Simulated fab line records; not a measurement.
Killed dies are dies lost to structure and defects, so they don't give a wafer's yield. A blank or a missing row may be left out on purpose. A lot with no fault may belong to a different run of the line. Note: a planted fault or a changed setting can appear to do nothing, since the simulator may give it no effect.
Split-lot study	flow n5-finfet	7 lots, 21 wafers read, on a route of 1938 steps

## ON THE SPLIT
At N5_BEOL_M6_EXPOSE_08 (exposes mask M6), the setting dose-mj was moved away from the recipe's 68.25 on 6 of the 21 wafers read, by -2.6% to +7.5%. This setting was run at the recipe's value on the other wafers.

## FROM THE SPLIT TO THE READING: what the file shows between them, 10 steps
- N5_BEOL_M6_PEB_09: peb time 60 s
- N5_BEOL_M6_DEVELOP_10: develop time 30 s
- N5_BEOL_M6_CD_MEAS_11: target cd 38.5 nm
- N5_BEOL_M6_DESCUM_16: chemistry O2, time 7.9 s
- N5_BEOL_M6_ETCH_61: etches SiARC in CF4, target depth 45.5 nm, time 75.8 s
- N5_BEOL_M6_ETCH_62: etches SOC in N2/H2, target depth 110 nm, overetch 22 nm, time 165 s
- N5_BEOL_M6_STRIP_68: strips in N2/H2
- N5_BEOL_M6_STRIP_67: strips in CF4
- N5_BEOL_M6_HM_OPEN_17: chemistry Cl2/BCl3, target TiN, target depth 20 nm, overetch 6 nm
- N5_BEOL_M6_STRIP_19: strips in O2

## THE READING
cd-nm, in nm, at N5_BEOL_M6_CD_MEAS_18 (pitch 80 nm, target cd 40 nm). On this fab line, fault-free wafers typically give 39.8 nm with a standard deviation of 0.5 nm.

wafer	tool, chamber at the split	dose-mj as run	against the recipe	cd-nm, nm	against lot-mates on the recipe
L075.3	arfi-scanner-03, 0	68.25	recipe	40.7	-
L075.5	arfi-scanner-03, 0	68.25	recipe	39.9	-
L075.6	arfi-scanner-03, 0	68.25	recipe	40.4	-
L080.1	arfi-scanner-03, 0	68.25	recipe	40.4	-
L080.2	arfi-scanner-03, 0	68.25	recipe	39.5	-
L080.4	arfi-scanner-03, 0	68.25	recipe	39.8	-
L081.1	arfi-scanner-01, 0	66.45	-2.6%	38.5	-1.9
L081.4	arfi-scanner-01, 0	68.25	recipe	40.7	-
L081.6	arfi-scanner-01, 0	68.25	recipe	40.0	-
L087.1	arfi-scanner-01, 0	73.36	+7.5%	44.4	+3.8
L087.3	arfi-scanner-01, 0	73.36	+7.5%	44.1	+3.5
L087.4	arfi-scanner-01, 0	68.25	recipe	40.6	-
L089.2	arfi-scanner-02, 0	68.25	recipe	39.3	-
L089.4	arfi-scanner-02, 0	68.25	recipe	39.7	-
L089.5	arfi-scanner-02, 0	68.25	recipe	39.9	-
L090.1	arfi-scanner-03, 0	71.41	+4.6%	42.6	+2.7
L090.2	arfi-scanner-03, 0	68.25	recipe	40.1	-
L090.5	arfi-scanner-03, 0	68.25	recipe	39.7	-
L094.1	arfi-scanner-02, 0	66.88	-2.0%	38.4	-1.3
L094.5	arfi-scanner-02, 0	66.88	-2.0%	38.7	-1.0
L094.6	arfi-scanner-02, 0	68.25	recipe	39.7	-

THE FIT
A straight line over all 21 wafers: cd-nm changes by +0.577 nm for each +1% of dose-mj; r = +0.97; the points scatter about the line by 0.4 nm.
The same after taking each lot's own level away (the mean of its wafers on the recipe; 21 wafers): +0.52 nm for each +1%; r = +0.98; scatter 0.3 nm.
Per that fit: largest dose-mj move, reading shift of 3.9 nm.
The span of the lots' own levels, 39.63 to 40.60 nm, comes to 1.9 times the standard deviation stated above.
Thus the slope moves with the lot-to-lot level: the two fits are different.
Check: for one of the wafers moved furthest among these (+7.5%), held out of the fit, the line's prediction against its lot-mates is +3.88 nm. Against them it came out at +3.8 nm.

## THESE WAFERS: OTHER SPLITS
Note: prior to the reading, these wafers also went through further splits. Each is held against what the fit with the lots' levels taken away leaves over:
other split on the same wafers	wafers away from the commonest value	r with cd-nm (lot level and that fit taken away)
N5_BEOL_M5_ETCH_72 source-w	8	-0.19
N5_BEOL_M5_COAT_65 spin-rpm	4	+0.07
N5_BEOL_M6_ILD_DEP_00 time-s	9	-0.24

## THE WHOLE CHAIN: every reading that the file lists as answering this split, in the file's order
step	what it does	reading	change (the file's fit)	r (the file's)
N5_BEOL_M6_CD_MEAS_11	target cd 38.5 nm	cd-nm	+0.466 nm for each +1% of the setting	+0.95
N5_BEOL_M6_ETCH_61	etches SiARC in CF4, target depth 45.5 nm, time 75.8 s	BEOL_M6.cd-offset-nm (the simulator's own value, which no gauge read)	+0.512 nm for each +1% of the setting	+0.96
N5_BEOL_M6_ETCH_62	etches SOC in N2/H2, target depth 110 nm, overetch 22 nm, time 165 s	BEOL_M6.cd-offset-nm (the simulator's own value, which no gauge read)	+0.473 nm for each +1% of the setting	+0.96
N5_BEOL_M6_HM_OPEN_17	chemistry Cl2/BCl3, target TiN, target depth 20 nm, overetch 6 nm	BEOL_M6.cd-offset-nm (the simulator's own value, which no gauge read)	+0.464 nm for each +1% of the setting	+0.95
N5_BEOL_M6_CD_MEAS_18	pitch 80 nm, target cd 40 nm	cd-nm	+0.532 nm for each +1% of the setting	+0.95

## THE FILE'S OWN FIT
cd-nm changes by +0.532 nm for each +1% of dose-mj, r = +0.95.
